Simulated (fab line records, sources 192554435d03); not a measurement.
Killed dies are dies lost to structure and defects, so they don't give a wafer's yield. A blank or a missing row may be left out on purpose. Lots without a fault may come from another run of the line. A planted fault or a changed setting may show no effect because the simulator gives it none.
Split-lot experiment | flow n5_finfet | 7 lots, 21 wafers read, on a route of 1938 steps

THE SPLIT
At N5_WELL_APT_PEB_23 (peb time 90 s), the setting peb_time_s was moved away from the recipe's 90 s on 7 of the 21 wafers read, by -15.8% to +19.7%. The other wafers ran this setting at the recipe's value.

FROM THE SPLIT TO THE READING: what the file shows between them, 2 steps
- N5_WELL_APT_DEVELOP_24: develop time 45 s (also split here: develop_time_s)
- N5_WELL_APT_HARDBAKE_29: time 120 s

THE READING
cd_nm, in nm, at N5_WELL_APT_CD_MEAS_25 (target cd 200 nm). Fault-free wafers of this fab line usually give 200.6 nm, standard deviation 2 nm.

wafer  | tool, chamber at the split | peb_time_s as run, s | against the recipe | cd_nm, nm | against lot-mates on the recipe
L077.2 | litho_track-02, 0          | 107.7                | +19.7%             | 209.7     | +9.5
L077.3 | litho_track-02, 0          | 90                   | recipe             | 200.2     | -
L077.5 | litho_track-02, 0          | 107.7                | +19.7%             | 206.7     | +6.5
L080.2 | litho_track-01, 0          | 76.87                | -14.6%             | 196.1     | -4.5
L080.4 | litho_track-01, 0          | 76.87                | -14.6%             | 194.5     | -6.1
L080.6 | litho_track-01, 0          | 90                   | recipe             | 200.6     | -
L083.3 | litho_track-02, 0          | 90                   | recipe             | 203.8     | -
L083.5 | litho_track-02, 0          | 80.34                | -10.7%             | 194.4     | -8.1
L083.6 | litho_track-02, 0          | 90                   | recipe             | 201.2     | -
L090.1 | litho_track-05, 0          | 90                   | recipe             | 203.6     | -
L090.3 | litho_track-05, 0          | 90                   | recipe             | 199.8     | -
L090.6 | litho_track-05, 0          | 90                   | recipe             | 199.7     | -
L095.1 | litho_track-05, 0          | 90                   | recipe             | 201.0     | -
L095.2 | litho_track-05, 0          | 90                   | recipe             | 204.0     | -
L095.5 | litho_track-05, 0          | 90                   | recipe             | 198.6     | -
L096.2 | litho_track-05, 0          | 98.42                | +9.4%              | 205.3     | +5.2
L096.3 | litho_track-05, 0          | 90                   | recipe             | 200.6     | -
L096.6 | litho_track-05, 0          | 90                   | recipe             | 199.5     | -
L097.1 | litho_track-01, 0          | 90                   | recipe             | 198.9     | -
L097.2 | litho_track-01, 0          | 75.8                 | -15.8%             | 188.8     | -11.3
L097.3 | litho_track-01, 0          | 90                   | recipe             | 201.3     | -

THE FIT
A straight line over all 21 wafers: cd_nm changes by +0.454 nm for each +1% of peb_time_s; r = +0.90; the points scatter about the line by 2 nm.
The same after taking each lot's own level away (the mean of its wafers on the recipe; 21 wafers): +0.474 nm for each +1%; r = +0.92; scatter 1.9 nm.
On that fit, the largest move of peb_time_s shifts the reading by 9.3 nm.
The lots' own levels span 200.05 to 202.50 nm, that is 1.2 times the standard deviation above.
So the lot-to-lot level changes the slope little: the two slopes agree.
Check: with one of the wafers moved furthest among these (+19.7%) left out of the fit, the line predicts +8.87 nm for it against its lot-mates. It came out at +9.5 nm against them.

OTHER SPLITS ON THESE WAFERS
These wafers also went through other splits before the reading. Each is held against what the fit with the lots' levels taken away leaves over:
other split on the same wafers        | wafers away from the commonest value | r with cd_nm (lot level and that fit taken away)
N5_WELL_APT_COAT_02 spin_rpm          | 8                                    | -0.24
N5_WELL_APT_DEVELOP_24 develop_time_s | 8                                    | +0.22

THE WHOLE CHAIN: every reading that the file lists as answering this split, in the file's order
step                   | what it does             | reading                                                         | change (the file's fit)               | r (the file's)
N5_WELL_APT_CD_MEAS_25 | target cd 200 nm         | cd_nm                                                           | +0.522 nm for each +1% of the setting | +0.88
N5_WELL_APT_DESCUM_30  | chemistry O2, time 7.9 s | WELL_APT.cd_nm (the simulator's own value, which no gauge read) | +0.511 nm for each +1% of the setting | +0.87

THE FILE'S OWN FIT
cd_nm changes by +0.522 nm for each +1% of peb_time_s, r = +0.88.
